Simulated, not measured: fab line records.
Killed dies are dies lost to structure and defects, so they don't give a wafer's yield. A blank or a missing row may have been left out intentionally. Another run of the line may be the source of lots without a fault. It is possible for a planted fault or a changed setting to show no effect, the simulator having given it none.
Chamber matching | flow n5Finfet | 4 sister chambers for N5_BEOL_M0_CUTY_ETCH_62 on rieDiel-01
The step etches SiARC in CF4, time 58.5 s. 14 wafers are shown with their chamber, then 7 later ones without.

== EACH WAFER AND ITS CHAMBER ==
wafer  | chamber | showerheadPlenumPTorr (Torr) | drypumpMotorCurrentA (A) | throttleValvePct (%)
L075.1 | 1       | 2.08                         | 6.1                      | 15.83
L075.2 | 0       | 2.20                         | 5.9                      | 15.88
L075.4 | 2       | 2.28                         | 5.6                      | 15.11
L077.1 | 2       | 2.27                         | 5.6                      | 15.10
L077.2 | 3       | 2.25                         | 6.2                      | 15.87
L077.6 | 1       | 2.08                         | 6.1                      | 15.83
L081.2 | 2       | 2.27                         | 5.6                      | 15.14
L081.4 | 1       | 2.08                         | 6.0                      | 15.85
L081.6 | 3       | 2.24                         | 6.2                      | 15.88
L083.1 | 3       | 2.24                         | 6.2                      | 15.90
L083.2 | 2       | 2.27                         | 5.6                      | 15.13
L083.6 | 3       | 2.24                         | 6.2                      | 15.88
L090.1 | 0       | 2.19                         | 6.0                      | 15.42
L090.2 | 1       | 2.07                         | 6.1                      | 15.88

SIGNATURES, as means of the wafers listed above
reading               | chamber 0 | chamber 1 | chamber 2 | chamber 3 | scatter within a chamber
showerheadPlenumPTorr | 2.1950    | 2.0775    | 2.2725    | 2.2425    | 0.00524
drypumpMotorCurrentA  | 5.950     | 6.075     | 5.600     | 6.200     | 0.0354
throttleValvePct      | 15.6500   | 15.8475   | 15.1200   | 15.8825   | 0.104
Rule: for a wafer and a chamber, the distance is found by dividing, reading by reading, the gap between the wafer's reading and the chamber's mean by the reading's scatter, squaring, summing and taking the root. The wafer belongs to the nearest chamber; if the next one is less than 2 further off, it can't be placed. How the scatter is found: for the shown wafers, subtract from each reading the mean of its chamber, square and add these, divide the total by (wafers less chambers), then take the root.

== WAFERS WITH NO CHAMBER GIVEN ==
wafer  | showerheadPlenumPTorr (Torr) | drypumpMotorCurrentA (A) | throttleValvePct (%)
L090.5 | 2.23                         | 6.2                      | 15.94
L092.1 | 2.19                         | 5.9                      | 15.42
L092.3 | 2.26                         | 5.6                      | 15.17
L092.6 | 2.07                         | 6.1                      | 15.92
L094.1 | 2.07                         | 6.1                      | 15.92
L094.2 | 2.23                         | 6.2                      | 15.95
L094.3 | 2.19                         | 5.9                      | 15.42

== EACH ONE'S CHAMBER ==
wafer  | from the rows above | in truth
L090.5 | 3                   | 3
L092.1 | 0                   | 0
L092.3 | 2                   | 2
L092.6 | 1                   | 1
L094.1 | 1                   | 1
L094.2 | 3                   | 3
L094.3 | 0                   | 0
7 of 7 placed correctly. From these rows, 0 cannot be placed. Number placed wrongly: 0.
